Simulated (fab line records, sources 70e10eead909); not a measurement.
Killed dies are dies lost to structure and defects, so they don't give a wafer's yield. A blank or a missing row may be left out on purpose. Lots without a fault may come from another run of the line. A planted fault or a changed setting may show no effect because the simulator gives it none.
A struck lot beside a sound one | flow nand_harc | 15 steps out of a route of 1302
Sound: wafers L199.2, L199.3, L199.6. Struck: wafer L212.6. (L212.1 of the same lot was not struck and is left out.) The cause comes at the end.
At each step with rows: each side's tool, then ch and its chambers, then its first start. Under that, the readings that differ: sound wafers | struck wafers | difference of the means | sigmas: that difference in standard deviations of wafers without a fault.
alike: readings whose means differ by less than 2 such deviations, and words and numbers that are the same on both sides. not compared: withheld readings, readings that some wafer has no value for, bounds like >300 that may hide the same value, and numbers for which the record gives no deviation and whose values overlap.
The two part at a step that has a row with sigmas, a row that says differs or no value, or rows on one side only. Numbers that don't overlap but have no deviation are shown without sigmas and don't part them. A reading that every wafer of one side lacks parts them only if that side has two wafers or more.

NHARC_A_CONTACT_ETCH_134: etches the open film in C4F8/O2/Ar, time 140 s, target depth 700 nm.
  sound on har_cap_etch-01 ch 0,1, day 23 23:31; struck on har_cap_etch-01 ch 1, day 29 20:13
  alike: run_length_s
  not compared: rf_hours_counter_h
NHARC_A_CONTACT_ETCH_135: etches the open film in C4F8/O2/Ar, time 311 s, target depth 1912 nm.
  sound on har_cap_etch-01 ch 0,1, day 23 23:43; struck on har_cap_etch-01 ch 1, day 29 20:26
  not compared: rf_hours_counter_h, run_length_s
NHARC_A_CONTACT_ETCH_136: etches the open film in C4F8/O2/Ar, time 311 s, target depth 1912 nm.
  sound on har_cap_etch-01 ch 0,1, day 24 00:02; struck on har_cap_etch-01 ch 1, day 29 20:42
  not compared: rf_hours_counter_h, run_length_s
then, 2 steps without rows for these wafers: NHARC_A_CONTACT_ETCH_137 (etches the open film in C4F8/O2/Ar, time 311 s, target depth 1912 nm); NHARC_A_CONTACT_ETCH_138 (etches the open film in C4F8/O2/Ar, time 311 s, target depth 1914 nm).
NHARC_A_CONTACT_ETCH_139: etches the open film in C4F8/O2/Ar, time 195 s, target depth 840 nm.
  sound on har_cap_etch-01 ch 0,1, day 24 00:51; struck on har_cap_etch-01 ch 1, day 29 21:31
  alike: run_length_s
  not compared: rf_hours_counter_h
then, 1 step without rows for these wafers: NHARC_A_CONTACT_ETCH_92 (etches the open film in CH3F/O2, target depth 40 nm, time 85.7 s).
NHARC_A_CONTACT_ETCH_98: etches the open film in C4F6/O2, target depth 20 nm, time 10 s.
  sound on rie_diel-04 ch 0,1,2; struck on rie_diel-08 ch 3
  reading                         | sound          | struck | difference | sigmas
  rf_vpp_V (V)                    | 545 552 552    | 542    | -8         | -2
  showerhead_plenum_p_Torr (Torr) | 3.82 4.19 4.19 | 3.69   | -0.38      | -2
  alike: drypump_motor_current_A, oes_product_au, run_length_s, throttle_valve_pct
  not compared: rf_hours_counter_h
NHARC_A_CONTACT_CD_MEAS_15:
  sound on cd_sem-01, day 24 01:56; struck on cd_sem-03, day 29 22:14
  alike: cd_nm
then, 3 steps without rows for these wafers: NHARC_A_CONTACT_STRIP_107 (strips in N2/H2); NHARC_A_CONTACT_STRIP_108 (strips in CF4/CHF3); NHARC_A_CONTACT_STRIP_109 (strips in O2/COS).
NHARC_A_CONTACT_ETCH_110: etches the open film in CF4/O2, target depth 60 nm, overetch 6 nm, time 33 s.
  sound on rie_diel-04 ch 0,1, day 24 02:18; struck on rie_diel-08 ch 0, day 29 22:32
  reading          | sound          | struck | difference | sigmas
  run_length_s (s) | 54.5 54.3 54.8 | 50.3   | -4.2       | -11
  alike: cf4_flow_sccm, drypump_motor_current_A, oes_product_au, rf_vpp_V, showerhead_plenum_p_Torr, throttle_valve_pct
  not compared: rf_hours_counter_h
then, 1 step without rows for these wafers: NHARC_A_CONTACT_STRIP_26 (strips in O2).
-- the record jumps here: 2 days lie between the struck wafers' starts before and after (it left off in module A_CONTACT and takes up again in module END, whose first step shown is number 1302 of the route) --
NHARC_END_SORT_01:
  the record has rows for the struck wafers here (prober-02 ch 0, day 32 02:52) and none for the sound ones

WHERE THEY PART
First at NHARC_A_CONTACT_ETCH_98; last, within this record, at NHARC_END_SORT_01.

WHY: what the simulator had put in
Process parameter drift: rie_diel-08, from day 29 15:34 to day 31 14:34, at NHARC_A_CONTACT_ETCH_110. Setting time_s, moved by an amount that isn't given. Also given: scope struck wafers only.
